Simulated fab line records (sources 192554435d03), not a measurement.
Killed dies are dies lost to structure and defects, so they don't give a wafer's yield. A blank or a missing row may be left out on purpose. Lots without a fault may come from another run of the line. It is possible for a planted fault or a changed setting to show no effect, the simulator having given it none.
Matching of chambers -- flow n5Finfet -- N5_BEOL_M0_CUTY_ETCH_63 on rieDiel-01 has 4 sister chambers
The step etches SOC in N2/H2, target depth 82.7 nm, overetch 16.5 nm, time 124 s. 20 wafers are shown with their chamber, then 10 later ones without.

WAFERS, EACH WITH ITS CHAMBER
wafer,chamber,throttleValvePct (%),oesProductAu (a.u.),drypumpMotorCurrentA (A)
L077.1,0,18.0,0.60,6.4
L077.4,3,17.1,0.77,5.9
L077.5,2,18.3,0.63,6.6
L076.1,2,18.3,0.63,6.6
L076.4,0,18.0,0.60,6.4
L076.5,2,18.3,0.63,6.6
L079.1,3,17.2,0.76,6.0
L079.4,1,17.7,0.76,5.8
L079.6,2,18.3,0.63,6.6
L081.1,3,17.2,0.75,5.9
L081.3,2,18.3,0.63,6.6
L081.4,0,18.0,0.60,6.5
L082.3,2,18.3,0.63,6.5
L082.4,0,18.0,0.60,6.4
L082.6,2,18.3,0.63,6.5
L083.2,0,18.0,0.60,6.4
L083.4,1,17.8,0.73,5.8
L083.6,2,18.3,0.62,6.6
L084.1,1,17.8,0.74,5.7
L084.4,2,18.3,0.62,6.5

SIGNATURES (means of the wafers above)
reading,chamber 0,chamber 1,chamber 2,chamber 3,scatter within a chamber
throttleValvePct,18.000,17.767,18.300,17.167,0.0289
oesProductAu,0.6000,0.7433,0.6278,0.7600,0.00717
drypumpMotorCurrentA,6.420,5.767,6.567,5.933,0.0508
Rule: distance of a wafer from a chamber = root of the sum over the readings of ((wafer's reading minus chamber's mean) / reading's scatter) squared. If the next closest chamber is less than 2 further off than the closest, the wafer can't be placed; otherwise it belongs to the closest. How the scatter is found: for the shown wafers, subtract from each reading the mean of its chamber, square and add these, divide the total by (wafers less chambers), then take the root.

WAFERS WITHOUT THEIR CHAMBER
wafer,throttleValvePct (%),oesProductAu (a.u.),drypumpMotorCurrentA (A)
L084.6,17.2,0.76,5.9
L085.2,18.3,0.62,6.6
L085.3,18.0,0.60,6.4
L085.4,17.2,0.76,6.0
L091.1,17.2,0.73,5.9
L091.2,18.3,0.61,6.6
L091.6,17.8,0.72,5.8
L093.1,18.3,0.61,6.6
L093.4,18.0,0.58,6.4
L093.6,17.8,0.71,5.7

CHAMBER TAKEN BY EACH
wafer,from the rows above,in truth
L084.6,3,3
L085.2,2,2
L085.3,0,0
L085.4,3,3
L091.1,3,3
L091.2,2,2
L091.6,1,1
L093.1,2,2
L093.4,0,0
L093.6,1,1
Correctly placed: 10 of 10. Left unplaced by these rows: 0. 0 placed wrongly.
